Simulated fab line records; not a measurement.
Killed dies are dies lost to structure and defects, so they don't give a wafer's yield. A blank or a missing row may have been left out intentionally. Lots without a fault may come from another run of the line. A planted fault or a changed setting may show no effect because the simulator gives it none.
fab line records	flow n5Finfet
[record] lots = 7	wafers = 21
route steps=1938 shown SD_EPI_P@301 HKMG_FIN@403 GATE_CUT@484 MOL_CONTACT_COAG@581
startH: hours from the record's first day to the start of the lot's first wafer shown	waitH: how many hours have passed since the lot's step before this one	" as in the row above	L1.1+2: a single row standing in for several wafers	- value missing, or start not given	* or withheld: withheld	< > ~ a bound
route shown NAME@n: a module of which the file shows steps, and the number in the route of the first	usual: the fault-free wafers' mean and standard deviation	same: alike in all rows	chamber/n: place in a boat	sites: per-site readings	_std_site: standard deviation of those values	_edge_site: outer sites' mean less inner sites'	radiusMm: how far each site lies from the wafer's centre	mask NAME#n: copy n	behind: the most recent tool/chamber to have shaped the wafer	hold: what put the lot on hold/how long, in hours/how the hold closed	device: which transistor (n, p or np) failed to switch	end of line: at the end of the route, the tests of the same wafers	a step with no rows: only its recipe	killed: dies that structure and defects cost at the first sort, which is not the same as the wafer's yield	map: a wafer's dies, marking killed ones x, the rest . and places with no die _
set.NAME: the setting as run; set.NAME@STEP: as run at that earlier step	model.NAME: the simulator's own value behind a step, which no gauge read
one table per step and one row per wafer, for lots whose settings were changed on purpose
[[steps]]
[step N5_SD_EPI_P_PEB_07]
[recipe] pebTempC = 110	pebTimeS = 60	resist = CAR-ArF-block
lot.wafer	tool	chamber	startH	waitH	set.pebTimeS
L074.2+5	lithoTrack-01	0	53.69	0.0	60
L074.6	"	0	"	"	52.29
L076.2+3+5	lithoTrack-02	0	66.54	0.0	60
L078.1	lithoTrack-03	0	76.86	0.1	60
L078.2+6	"	0	"	"	47.3
L085.4+5	lithoTrack-03	0	125.13	0.0	71.28
L085.6	"	0	"	"	60
L089.3	lithoTrack-01	0	145.89	0.0	60
L089.4+5	"	0	"	"	67.53
L092.3+4+6	lithoTrack-02	0	164.79	0.0	60
L094.1	lithoTrack-02	0	174.07	0.1	60
L094.2+6	"	0	"	"	47.59
[step N5_SD_EPI_P_DEVELOP_08]
[recipe] developTimeS = 30	developer = TMAH	resist = CAR-ArF-block	devTempC = 23	rinseLiquid = diw	dry = airSpin
[step N5_SD_EPI_P_CD_MEAS_09]
[recipe] targetCdNm = 240	landingEnergyEv = 500	detector = seInlens
[usual] cdNm = 240.1/0.71
lot.wafer	tool	chamber	startH	waitH	set.pebTimeS@SD_EPI_P_PEB_07	cdNm
L074.2	cdSem-01	0	53.75	-	60	240.2
L074.5	"	0	"	"	60	241.1
L074.6	"	0	"	"	52.29	235.6
L076.2	cdSem-01	0	66.61	-	60	240.8
L076.3	"	0	"	"	60	240.6
L076.5	"	0	"	"	60	241.2
L078.1	cdSem-02	0	76.93	-	60	240.4
L078.2	"	0	"	"	47.3	230.6
L078.6	"	0	"	"	47.3	230.3
L085.4	cdSem-02	0	125.20	-	71.28	244.6
L085.5	"	0	"	"	71.28	244.4
L085.6	"	0	"	"	60	239.6
L089.3	cdSem-01	0	145.96	-	60	239.8
L089.4	"	0	"	"	67.53	242.8
L089.5	"	0	"	"	67.53	243.5
L092.3	cdSem-02	0	164.86	-	60	240.0
L092.4	"	0	"	"	60	239.8
L092.6	"	0	"	"	60	239.8
L094.1	cdSem-02	0	174.13	-	60	239.8
L094.2	"	0	"	"	47.59	231.1
L094.6	"	0	"	"	47.59	231.5
[step N5_SD_EPI_P_DESCUM_14]
[recipe] chemistry = O2	timeS = 7.9	sourcePowerW = 50	biasPowerW = 20	pressureMtorr = 20	rfFrequencyHz = 2.712e+07	tempC = 40	resist = CAR-ArF-block	o2FlowSccm = 225
lot.wafer	tool	chamber	startH	waitH	set.pebTimeS@SD_EPI_P_PEB_07	model.SD_EPI_P.cdNm
L074.2	rieDiel-02	1	53.92	0.1	60	240.2
L074.5	"	0	"	"	60	240.8
L074.6	"	3	"	"	52.29	235.6
L076.2+5	rieDiel-02	1,0	66.70	0.0	60	241
L076.3	"	0	"	"	60	240.6
L078.1	rieDiel-03	0	77.17	0.2	60	240.4
L078.2	"	1	"	"	47.3	230.8
L078.6	"	2	"	"	47.3	230.2
L085.4	rieDiel-02	1	125.28	0.0	71.28	244.4
L085.5	"	0	"	"	71.28	244.6
L085.6	"	3	"	"	60	239
L089.3	rieDiel-03	1	146.04	0.0	60	240.2
L089.4	"	2	"	"	67.53	242.6
L089.5	"	0	"	"	67.53	243.4
L092.3	rieDiel-02	1	164.94	0.0	60	240.4
L092.4	"	1	"	"	60	240
L092.6	"	0	"	"	60	239.6
L094.1	rieDiel-03	3	174.22	0.0	60	239.6
L094.2	"	1	"	"	47.59	230.8
L094.6	"	3	"	"	47.59	231.6
[step N5_SD_EPI_P_ETCH_36]
[recipe] chemistry = CF4	target = SiARC	targetDepthA = 455	maskMaterial = CAR-ArF-block	timeS = 75.8	ionEnergyEv = 80	pressureMtorr = 40	sourceW = 545	biasW = 36	Ar_flow_sccm = 100	cf4FlowSccm = 100	ends = cleared
[step N5_SD_EPI_P_ETCH_37]
[recipe] chemistry = N2/H2	target = SOC	overetchA = 1080	maskMaterial = SiARC	tempC = 40	ionEnergyEv = 100	sourceW = 3000	biasW = 133	pressureMtorr = 20	timeS = 486	n2FlowSccm = 200	h2FlowSccm = 200	ends = endPoint
lot.wafer	tool	chamber	startH	waitH	set.pebTimeS@SD_EPI_P_PEB_07	model.SD_EPI_P.cdNm
L074.2+5	rieDiel-02	1,0	54.02	0.0	60	242.2
L074.6	"	3	"	"	52.29	236.4
L076.2	rieDiel-02	1	66.79	0.0	60	242
L076.3	"	0	"	"	60	240.6
L076.5	"	0	"	"	60	241.2
L078.1	rieDiel-03	0	77.26	0.0	60	240.4
L078.2	"	1	"	"	47.3	229
L078.6	"	2	"	"	47.3	228.4
L085.4	rieDiel-02	1	125.37	0.0	71.28	243.8
L085.5	"	0	"	"	71.28	245
L085.6	"	3	"	"	60	237.8
L089.3	rieDiel-03	1	146.13	0.0	60	239.4
L089.4	"	2	"	"	67.53	242.6
L089.5	"	0	"	"	67.53	243.4
L092.3	rieDiel-02	1	165.03	0.0	60	239.6
L092.4	"	1	"	"	60	240.4
L092.6	"	0	"	"	60	240.2
L094.1	rieDiel-03	3	174.31	0.0	60	238.2
L094.2	"	1	"	"	47.59	231.2
L094.6	"	3	"	"	47.59	229.4
[step N5_SD_EPI_P_ETCHBACK_46]
[recipe] chemistry = CH3F/O2	mode = anisotropicEtchback	target = SiNx	targetDepthA = 175	stopOn = SiO2	overEtchFrac = 0.3	ionEnergyEv = 120	pressureMtorr = 30	sourceW = 395	biasW = 73	Ar_flow_sccm = 150	CH3F_flow_sccm = 30	O2_flow_sccm = 20
lot.wafer	tool	chamber	startH	waitH	set.overEtchFrac
L074.2	rieDiel-02	1	54.34	0.0	0.3
L074.5+6	"	0,3	"	"	0.3132
L076.2+3	rieDiel-02	1,0	67.11	0.0	0.3
L076.5	"	0	"	"	0.3179
L078.1	rieDiel-03	0	77.59	0.0	0.3
L078.2+6	"	1,2	"	"	0.3175
L085.4	rieDiel-02	1	125.70	0.0	0.3
L085.5+6	"	0,3	"	"	0.2777
L089.3+4	rieDiel-03	1,2	146.46	0.0	0.3139
L089.5	"	0	"	"	0.3
L092.3+4+6	rieDiel-02	1,1,0	165.36	0.0	0.3
L094.1+2+6	rieDiel-03	3,1,3	175.40	0.0	0.3
[step N5_SD_EPI_P_ETCH_47]
[recipe] chemistry = CH3F/O2	target = SiOCN	targetDepthA = 250	maskMaterial = SOC	ionEnergyEv = 60	biasW = 29	pressureMtorr = 30	sourceW = 410	Ar_flow_sccm = 150	CH3F_flow_sccm = 30	O2_flow_sccm = 20
[step N5_SD_EPI_P_ETCH_16]
[recipe] chemistry = CHF3/O2	target = SiO2	targetDepthA = 50	maskMaterial = SOC	pressureMtorr = 30	sourceW = 650	biasW = 170	Ar_flow_sccm = 200	CHF3_flow_sccm = 50	O2_flow_sccm = 5	ionEnergyEv = 200
[step N5_SD_EPI_P_STRIP_50]
[recipe] chemistry = CHF3/O2	resist = SiARC	rfFrequencyHz = 6e+07
[step N5_SD_EPI_P_SD_RECESS_17]
[recipe] chemistry = HBr/Cl2/O2	targetDepthA = 391	btTimeS = 3	pressureMtorr = 10	icpW = 800	biasW = 112	HBr_flow_sccm = 150	Cl2_flow_sccm = 80	O2_flow_sccm = 12
lot.wafer	tool	chamber	startH	waitH	set.pebTimeS@SD_EPI_P_PEB_07	model.SD_EPI_P.cdNm
L074.2	rieSi-05	3	54.61	0.0	60	242.2
L074.5	"	2	"	"	60	242
L074.6	"	1	"	"	52.29	236.4
L076.2	rieSi-05	1	67.38	0.0	60	242
L076.3	"	2	"	"	60	240.4
L076.5	"	0	"	"	60	241
L078.1	rieSi-05	3	77.86	0.0	60	240.4
L078.2	"	1	"	"	47.3	229
L078.6	"	2	"	"	47.3	228.2
L085.4	rieSi-05	1	125.97	0.0	71.28	244
L085.5	"	2	"	"	71.28	245
L085.6	"	3	"	"	60	237.8
L089.3	rieSi-02	1	146.73	0.0	60	239.8
L089.4	"	3	"	"	67.53	242.4
L089.5	"	0	"	"	67.53	243.4
L092.3	rieSi-02	3	165.63	0.0	60	239.6
L092.4	"	0	"	"	60	240.6
L092.6	"	3	"	"	60	240.2
L094.1	rieSi-05	2	175.67	0.0	60	238
L094.2	"	1	"	"	47.59	231.6
L094.6	"	0	"	"	47.59	229.4
[step N5_HKMG_FIN_ETCH_55]
[recipe] chemistry = N2/H2	target = SOC	targetDepthA = 2400	tempC = 40	timeS = 300	ionEnergyEv = 200	maskMaterial = SiARC	pressureMtorr = 30	sourceW = 840	biasW = 150	n2FlowSccm = 200	h2FlowSccm = 200
lot.wafer	tool	chamber	startH	waitH	set.timeS	model.HKMG_FIN.featureDepthNm	model.etch.depthNm	model.SiARC_of_HKMG_FIN_COAT_42.thkNm
L074.2	rieDiel-04	0	71.44	0.0	251.8	192.4	192.3	24.2
L074.5	"	1	"	"	300	236.6	236.7	21.4
L074.6	"	2	"	"	251.8	205	205	23.4
L076.2	rieDiel-04	0	83.86	0.0	364.5	283.4	283.4	19
L076.3	"	1	"	"	300	235.4	235.3	21.4
L076.5	"	3	"	"	364.5	298.2	298.2	17.8
L078.1	rieDiel-04	3	95.24	0.0	300	244.8	244.9	20.8
L078.2	"	2	"	"	300	246.6	246.6	20.8
L078.6	"	1	"	"	300	236.8	236.9	21.2
L085.4	rieDiel-05	3	142.22	0.0	300	228.8	228.7	22.4
L085.5	"	1	"	"	300	237.4	237.4	21.6
L085.6	"	2	"	"	300	229.4	229.5	22
L089.3	rieDiel-06	1	164.14	0.0	300	244.4	244.5	20.4
L089.4	"	2	"	"	342.8	274.8	274.8	19.6
L089.5	"	0	"	"	342.8	272.6	272.5	19.8
L092.3	rieDiel-06	3	183.29	0.0	300	250	250	20.6
L092.4	"	1	"	"	300	245.6	245.6	20
L092.6	"	1	"	"	300	246.4	246.4	20.2
L094.1	rieDiel-05	1	196.90	0.0	339.5	267.6	267.5	19.6
L094.2	"	3	"	"	300	225.8	225.9	22.2
L094.6	"	0	"	"	339.5	279.2	279.3	19
[step N5_HKMG_FIN_EXPOSE_09]
[recipe] maskId = NWFM	na = 1.35	sourceShape = conventional	sigmaOuter = 0.8	polarization = unpolarized	doseMj = 39.25
lot.wafer	tool	chamber	startH	waitH	mask	set.doseMj
L074.2+5	arfiScanner-03	0	74.39	-	NWFM#0	41.25
L074.6	"	0	"	"	NWFM#0	39.25
L076.2+3+5	arfiScanner-01	0	86.95	-	NWFM#0	39.25
L078.1+6	arfiScanner-03	0	98.19	-	NWFM#0	39.25
L078.2	"	0	"	"	NWFM#0	40.34
L085.4	arfiScanner-01	0	145.71	-	NWFM#0	36.76
L085.5+6	"	0	"	"	NWFM#0	39.25
L089.3+4+5	arfiScanner-02	0	167.18	-	NWFM#0	40.05
L092.3+4+6	arfiScanner-01	0	186.29	-	NWFM#0	39.25
L094.1+6	arfiScanner-03	0	199.88	-	NWFM#0	38.35
L094.2	"	0	"	"	NWFM#0	39.25
[step N5_HKMG_FIN_PEB_10]
[recipe] pebTempC = withheld	pebTimeS = 60	resist = CAR-ArF
[step N5_HKMG_FIN_DEVELOP_11]
[recipe] developTimeS = 30	developer = TMAH	resist = CAR-ArF	devTempC = 23	rinseLiquid = diw	dry = airSpin
[step N5_HKMG_FIN_CD_MEAS_12]
[recipe] targetCdNm = 92.8	landingEnergyEv = 500	detector = seInlens
[usual] cdNm = 92.5/0.61
lot.wafer	tool	chamber	startH	waitH	set.doseMj@HKMG_FIN_EXPOSE_09	cdNm
L074.2	cdSem-03	0	74.51	-	41.25	94.5
L074.5	"	0	"	"	41.25	94.9
L074.6	"	0	"	"	39.25	92.3
L076.2	cdSem-02	0	87.07	-	39.25	92.2
L076.3	"	0	"	"	39.25	91.9
L076.5	"	0	"	"	39.25	91.6
L078.1	cdSem-02	0	98.32	-	39.25	92.2
L078.2	"	0	"	"	40.34	95.0
L078.6	"	0	"	"	39.25	92.2
L085.4	cdSem-02	0	145.82	-	36.76	88.4
L085.5	"	0	"	"	39.25	91.8
L085.6	"	0	"	"	39.25	91.8
L089.3	cdSem-01	0	167.30	-	40.05	94.1
L089.4	"	0	"	"	40.05	94.6
L089.5	"	0	"	"	40.05	93.7
L092.3	cdSem-03	0	186.41	-	39.25	93.0
L092.4	"	0	"	"	39.25	92.1
L092.6	"	0	"	"	39.25	92.2
L094.1	cdSem-01	0	200.01	-	38.35	90.9
L094.2	"	0	"	"	39.25	92.2
L094.6	"	0	"	"	38.35	91.6
[step N5_GATE_CUT_EXPOSE_10]
[recipe] maskId = GATE_CUT	na = 0.33	sourceShape = annular	sigmaInner = 0.35	sigmaOuter = 0.8	polarization = unpolarized	targetCdNm = 20	doseMj = 43.25
lot.wafer	tool	chamber	startH	waitH	mask	set.doseMj
L074.2+5	euvScanner-02	0	83.22	-	GATE_CUT#0	40.22
L074.6	"	0	"	"	GATE_CUT#0	43.25
L076.2	euvScanner-02	0	95.33	-	GATE_CUT#0	41.06
L076.3+5	"	0	"	"	GATE_CUT#0	43.25
L078.1	euvScanner-01	0	106.90	-	GATE_CUT#0	43.25
L078.2+6	"	0	"	"	GATE_CUT#0	41.36
L085.4+6	euvScanner-01	0	153.94	-	GATE_CUT#0	43.25
L085.5	"	0	"	"	GATE_CUT#0	42.13
L089.3+4+5	euvScanner-02	0	175.42	-	GATE_CUT#0	43.25
L092.3+4+6	euvScanner-01	0	194.61	-	GATE_CUT#0	43.25
L094.1+6	euvScanner-02	0	208.64	-	GATE_CUT#0	40.4
L094.2	"	0	"	"	GATE_CUT#0	43.25
[step N5_GATE_CUT_PEB_11]
[recipe] pebTempC = 100	pebTimeS = 60	resist = CAR-EUV
[step N5_GATE_CUT_DEVELOP_12]
[recipe] developTimeS = 30	developer = TMAH	resist = CAR-EUV	rinseLiquid = surfactantRinse	dry = airSpin	devTempC = 23
[step N5_GATE_CUT_CD_MEAS_13]
[recipe] targetCdNm = 20	landingEnergyEv = 500	detector = seInlens
[usual] cdNm = 19.97/0.26
lot.wafer	tool	chamber	startH	waitH	set.doseMj@GATE_CUT_EXPOSE_10	cdNm
L074.2	cdSem-03	0	83.35	-	40.22	18.27
L074.5	"	0	"	"	40.22	18.81
L074.6	"	0	"	"	43.25	19.85
L076.2	cdSem-01	0	95.46	-	41.06	18.58
L076.3	"	0	"	"	43.25	20.27
L076.5	"	0	"	"	43.25	20.47
L078.1	cdSem-01	0	107.04	-	43.25	19.76
L078.2	"	0	"	"	41.36	18.90
L078.6	"	0	"	"	41.36	18.68
L085.4	cdSem-03	0	154.06	-	43.25	19.96
L085.5	"	0	"	"	42.13	19.38
L085.6	"	0	"	"	43.25	19.58
L089.3	cdSem-03	0	175.54	-	43.25	19.46
L089.4	"	0	"	"	43.25	19.94
L089.5	"	0	"	"	43.25	19.50
L092.3	cdSem-01	0	194.73	-	43.25	19.83
L092.4	"	0	"	"	43.25	20.00
L092.6	"	0	"	"	43.25	20.06
L094.1	cdSem-01	0	208.77	-	40.4	17.96
L094.2	"	0	"	"	43.25	20.18
L094.6	"	0	"	"	40.4	18.47
[step N5_GATE_CUT_DESCUM_18]
[recipe] chemistry = O2	timeS = 7	sourcePowerW = 50	biasPowerW = 20	pressureMtorr = 20	rfFrequencyHz = 2.712e+07	tempC = 40	resist = CAR-EUV	o2FlowSccm = 225
lot.wafer	tool	chamber	startH	waitH	set.doseMj@GATE_CUT_EXPOSE_10	model.GATE_CUT.cdNm
L074.2+5	rieDiel-01	1	83.50	0.1	40.22	18.6
L074.6	"	2	"	"	43.25	20.2
L076.2	rieDiel-02	0	96.27	0.7	41.06	18.8
L076.3	"	3	"	"	43.25	19.8
L076.5	"	3	"	"	43.25	20
L078.1	rieDiel-03	3	107.16	0.0	43.25	19.8
L078.2	"	2	"	"	41.36	18.6
L078.6	"	3	"	"	41.36	18.8
L085.4	rieDiel-03	3	154.18	0.0	43.25	20.2
L085.5	"	2	"	"	42.13	19.4
L085.6	"	3	"	"	43.25	19.8
L089.3+4	rieDiel-03	3,0	175.66	0.0	43.25	19.8
L089.5	"	3	"	"	43.25	19.6
L092.3	rieDiel-03	2	194.85	0.0	43.25	19.8
L092.4+6	"	0,3	"	"	43.25	20
L094.1	rieDiel-01	1	208.89	0.0	40.4	18.2
L094.2	"	3	"	"	43.25	20
L094.6	"	1	"	"	40.4	18.4
[step N5_GATE_CUT_ETCH_28]
[recipe] chemistry = N2/H2	target = underlayer	targetDepthA = 130	maskMaterial = CAR-EUV	timeS = 10.4	ionEnergyEv = 200	pressureMtorr = 30	sourceW = 840	biasW = 150	n2FlowSccm = 200	h2FlowSccm = 200	ends = cleared
lot.wafer	tool	chamber	startH	waitH	set.doseMj@GATE_CUT_EXPOSE_10	model.GATE_CUT.cdNm
L074.2	rieDiel-01	1	83.54	0.0	40.22	18.6
L074.5	"	1	"	"	40.22	18.8
L074.6	"	2	"	"	43.25	20.2
L076.2	rieDiel-02	0	96.30	0.0	41.06	18.8
L076.3	"	3	"	"	43.25	19.8
L076.5	"	3	"	"	43.25	20
L078.1	rieDiel-03	3	107.19	0.0	43.25	19.8
L078.2+6	"	2,3	"	"	41.36	18.8
L085.4	rieDiel-03	3	154.21	0.0	43.25	20.2
L085.5	"	2	"	"	42.13	19.2
L085.6	"	3	"	"	43.25	19.8
L089.3+4+5	rieDiel-03	3,0,3	175.69	0.0	43.25	19.8
L092.3	rieDiel-03	2	194.88	0.0	43.25	19.8
L092.4	"	0	"	"	43.25	20.2
L092.6	"	3	"	"	43.25	20
L094.1+6	rieDiel-01	1	208.93	0.0	40.4	18.4
L094.2	"	3	"	"	43.25	20
[step N5_GATE_CUT_ETCH_36]
[recipe] chemistry = CF4	target = SiARC	targetDepthA = 130	maskMaterial = CAR-EUV	timeS = 21.7	ionEnergyEv = 80	pressureMtorr = 40	sourceW = 545	biasW = 36	Ar_flow_sccm = 100	cf4FlowSccm = 100	ends = cleared
lot.wafer	tool	chamber	startH	waitH	set.cf4FlowSccm	set.doseMj@GATE_CUT_EXPOSE_10	model.GATE_CUT.cdNm
L074.2	rieDiel-01	1	83.56	0.0	117.1	40.22	18.6
L074.5	"	1	"	"	100	40.22	18.6
L074.6	"	2	"	"	100	43.25	20.2
L076.2	rieDiel-02	0	96.32	0.0	100	41.06	18.8
L076.3	"	3	"	"	100	43.25	20
L076.5	"	3	"	"	106.7	43.25	20
L078.1	rieDiel-03	3	107.21	0.0	100	43.25	19.8
L078.2	"	2	"	"	100	41.36	18.8
L078.6	"	3	"	"	79.67	41.36	18.8
L085.4	rieDiel-03	3	154.23	0.0	93.51	43.25	20.2
L085.5	"	2	"	"	93.51	42.13	19.4
L085.6	"	3	"	"	93.51	43.25	19.8
L089.3+4	rieDiel-03	3,0	175.71	0.0	84.32	43.25	19.8
L089.5	"	3	"	"	100	43.25	19.8
L092.3+6	rieDiel-03	2,3	194.90	0.0	100	43.25	20
L092.4	"	0	"	"	100	43.25	20.2
L094.1	rieDiel-01	1	208.95	0.0	100	40.4	18.2
L094.2	"	3	"	"	100	43.25	20.2
L094.6	"	1	"	"	100	40.4	18.4
[step N5_GATE_CUT_ETCH_37]
[recipe] chemistry = N2/H2	target = SOC	targetDepthA = 600	overetchA = 120	maskMaterial = SiARC	tempC = 40	timeS = 90	ionEnergyEv = 200	pressureMtorr = 30	sourceW = 840	biasW = 150	n2FlowSccm = 200	h2FlowSccm = 200
lot.wafer	tool	chamber	startH	waitH	set.doseMj@GATE_CUT_EXPOSE_10	model.GATE_CUT.cdNm
L074.2+5	rieDiel-01	1	83.58	0.0	40.22	18.6
L074.6	"	2	"	"	43.25	20
L076.2	rieDiel-02	0	96.35	0.0	41.06	18.8
L076.3+5	"	3	"	"	43.25	20.2
L078.1	rieDiel-03	3	107.24	0.0	43.25	19.8
L078.2+6	"	2,3	"	"	41.36	18.8
L085.4	rieDiel-03	3	154.26	0.0	43.25	20.2
L085.5	"	2	"	"	42.13	19.2
L085.6	"	3	"	"	43.25	19.8
L089.3+5	rieDiel-03	3	175.74	0.0	43.25	19.8
L089.4	"	0	"	"	43.25	20
L092.3+6	rieDiel-03	2,3	194.93	0.0	43.25	20
L092.4	"	0	"	"	43.25	20.2
L094.1	rieDiel-01	1	208.97	0.0	40.4	18.2
L094.2	"	3	"	"	43.25	20.4
L094.6	"	1	"	"	40.4	18.4
[step N5_MOL_CONTACT_COAG_ETCH_91]
[recipe] chemistry = N2/H2	target = SOC	targetDepthA = 600	overetchA = 210	maskMaterial = SiARC	tempC = 40	timeS = 101.2	ionEnergyEv = 200	pressureMtorr = 30	sourceW = 840	biasW = 150	n2FlowSccm = 200	h2FlowSccm = 200
[usual] rfVppV = 523.5/2.8
lot.wafer	tool	chamber	startH	waitH	set.sourceW	rfVppV
L074.2	rieDiel-06	3	99.46	0.0	840	519.7
L074.5	"	2	"	"	840	522.8
L074.6	"	1	"	"	840	524.6
L076.2	rieDiel-04	1	111.98	0.0	840	521.1
L076.3	"	2	"	"	840	522.6
L076.5	"	2	"	"	840	521.9
L078.1	rieDiel-06	1	123.04	0.0	840	524.0
L078.2	"	3	"	"	840	519.2
L078.6	"	1	"	"	906.6	510.9
L085.4	rieDiel-06	2	168.80	0.0	840	525.0
L085.5	"	1	"	"	840	524.5
L085.6	"	0	"	"	788.3	532.2
L089.3	rieDiel-06	0	193.18	0.0	840	519.5
L089.4	"	1	"	"	840	523.3
L089.5	"	3	"	"	840	528.5
L092.3	rieDiel-06	3	209.20	0.0	840	528.0
L092.4	"	0	"	"	840	521.3
L092.6	"	0	"	"	840	520.6
L094.1	rieDiel-06	2	225.28	0.0	713.6	553.2
L094.2	"	3	"	"	713.6	555.6
L094.6	"	3	"	"	840	527.8
[[key]]
[split] step = N5_SD_EPI_P_PEB_07	setting = pebTimeS	stated = 60	by = wafer
[response] step = N5_SD_EPI_P_CD_MEAS_09	reading = cdNm	change = +0.376	per = 1%	r = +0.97
[response] step = N5_SD_EPI_P_DESCUM_14	reading = model.SD_EPI_P.cdNm	change = +0.377	per = 1%	r = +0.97
[response] step = N5_SD_EPI_P_ETCH_37	reading = model.SD_EPI_P.cdNm	change = +0.422	per = 1%	r = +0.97
[response] step = N5_SD_EPI_P_SD_RECESS_17	reading = model.SD_EPI_P.cdNm	change = +0.414	per = 1%	r = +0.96
[split] step = N5_SD_EPI_P_ETCHBACK_46	setting = overEtchFrac	stated = 0.3	by = wafer
response none clear
[split] step = N5_HKMG_FIN_ETCH_55	setting = timeS	stated = 300	by = wafer
[response] step = N5_HKMG_FIN_ETCH_55	reading = model.HKMG_FIN.featureDepthNm	change = +2.59	per = 1%	r = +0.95
[response] step = N5_HKMG_FIN_ETCH_55	reading = model.etch.depthNm	change = +2.59	per = 1%	r = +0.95
[response] step = N5_HKMG_FIN_ETCH_55	reading = model.SiARC_of_HKMG_FIN_COAT_42.thkNm	change = -0.138	per = 1%	r = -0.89
[split] step = N5_HKMG_FIN_EXPOSE_09	setting = doseMj	stated = 39.25	by = wafer
[response] step = N5_HKMG_FIN_CD_MEAS_12	reading = cdNm	change = +0.547	per = 1%	r = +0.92
[split] step = N5_GATE_CUT_EXPOSE_10	setting = doseMj	stated = 43.25	by = wafer
[response] step = N5_GATE_CUT_CD_MEAS_13	reading = cdNm	change = +0.253	per = 1%	r = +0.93
[response] step = N5_GATE_CUT_DESCUM_18	reading = model.GATE_CUT.cdNm	change = +0.239	per = 1%	r = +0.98
[response] step = N5_GATE_CUT_ETCH_28	reading = model.GATE_CUT.cdNm	change = +0.23	per = 1%	r = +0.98
[response] step = N5_GATE_CUT_ETCH_36	reading = model.GATE_CUT.cdNm	change = +0.248	per = 1%	r = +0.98
[response] step = N5_GATE_CUT_ETCH_37	reading = model.GATE_CUT.cdNm	change = +0.258	per = 1%	r = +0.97
[split] step = N5_GATE_CUT_ETCH_36	setting = cf4FlowSccm	stated = 100	by = wafer
response none clear
[split] step = N5_MOL_CONTACT_COAG_ETCH_91	setting = sourceW	stated = 840	by = wafer
[response] step = N5_MOL_CONTACT_COAG_ETCH_91	reading = rfVppV	change = -1.62	per = 1%	r = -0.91
